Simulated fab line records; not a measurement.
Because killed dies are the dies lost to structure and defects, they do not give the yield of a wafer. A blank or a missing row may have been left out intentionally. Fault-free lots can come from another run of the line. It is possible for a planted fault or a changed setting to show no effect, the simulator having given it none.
The same fault as seen by 3 desks | flow n5 finfet | numbers are kept per desk, each desk with only its own; the story behind them comes last

== THE DEFECT DESK ==
Counts from the inspections along the route, per lot, as means over the sampled wafers that have a number. If a lot's mean is further than 4 standard deviations from the usual mean, the lot is out of limits and carries the mark OUT (the distance appears in the brackets).
Columns: A = raw defect count at N5_BEOL_M5_INSPECT_30, usual 397
lot  | first seen here | A
L131 | day 7 23:43     | 396
L132 | day 8 09:34     | 396
L139 | day 10 17:47    | 240
L141 | day 11 01:50    | 319
L143 | day 12 01:58    | 311
L145 | day 12 08:23    | 390
L154 | day 14 18:51    | 392
Result from this desk: across the 7 lots, nothing is out of limits.

== THE METROLOGY DESK ==
What the gauges read, lot by lot, whatever tool the lot ran on: means of the sampled wafers that have a number. If a lot's mean is further than 4 standard deviations from the usual mean, the lot is out of limits and carries the mark OUT (the distance appears in the brackets).
Columns: A = cd nm at N5_BEOL_M5_CD_MEAS_28, usual 30.61 nm; B = V4_OVL at N5_BEOL_M5_OVL_MEAS_29, usual -0.3 nm
lot  | first seen here | A     | B
L131 | day 7 23:37     | 30.48 | -1.1
L132 | day 8 09:28     | 30.44 | -0.9
L139 | day 10 17:41    | 30.59 | 0.6
L141 | day 11 01:45    | 30.85 | 0.0
L143 | day 12 01:53    | 30.64 | -0.3
L145 | day 12 08:17    | 30.30 | 0.1
L154 | day 14 18:46    | 30.91 | -0.3
Result from this desk: across the 7 lots, nothing is out of limits.

== DESK OF THE TOOL OWNER: rie diel-04 ==
The tool's own readings at N5_BEOL_M5_ETCH_68 (etches SOC in N2/H2, target depth 80 nm, overetch 16 nm, time 120 s): means of the sampled wafers that have a number, for each lot that ran on this tool. If a lot's mean is further than 4 standard deviations from the usual mean, the lot is out of limits and carries the mark OUT (the distance appears in the brackets).
Columns: A = drypump motor current A at N5_BEOL_M5_ETCH_68, usual 6.0 A; B = h2 flow sccm at N5_BEOL_M5_ETCH_68, usual 199.9 sccm; C = oes product au at N5_BEOL_M5_ETCH_68, usual 0.57 a.u.; D = rf vpp V at N5_BEOL_M5_ETCH_68, usual 524.3 V; E = showerhead plenum p Torr at N5_BEOL_M5_ETCH_68, usual 2.56 Torr; F = throttle valve pct at N5_BEOL_M5_ETCH_68, usual 17.89 %
lot  | first seen here | A   | B     | C    | D     | E    | F
L132 | day 8 09:40     | 6.1 | 200.4 | 0.58 | 525.3 | 2.59 | 17.76
L139 | day 10 17:53    | 6.3 | 200.2 | 0.55 | 523.7 | 2.53 | 17.96
L141 | day 11 01:57    | 6.0 | 200.3 | 0.59 | 525.2 | 2.60 | 17.77
L143 | day 12 02:27    | 5.4 | 200.3 | 0.62 | 527.6 | 2.68 | 17.66
Result from this desk: across the 4 lots, nothing is out of limits.

== PUT TOGETHER ==
Nothing out of limits was seen by the defect desk.
The metrology desk saw nothing out of limits.
Nothing out of limits was seen by the tool owner's desk.

== WHAT THE SIMULATOR HAD PUT IN ==
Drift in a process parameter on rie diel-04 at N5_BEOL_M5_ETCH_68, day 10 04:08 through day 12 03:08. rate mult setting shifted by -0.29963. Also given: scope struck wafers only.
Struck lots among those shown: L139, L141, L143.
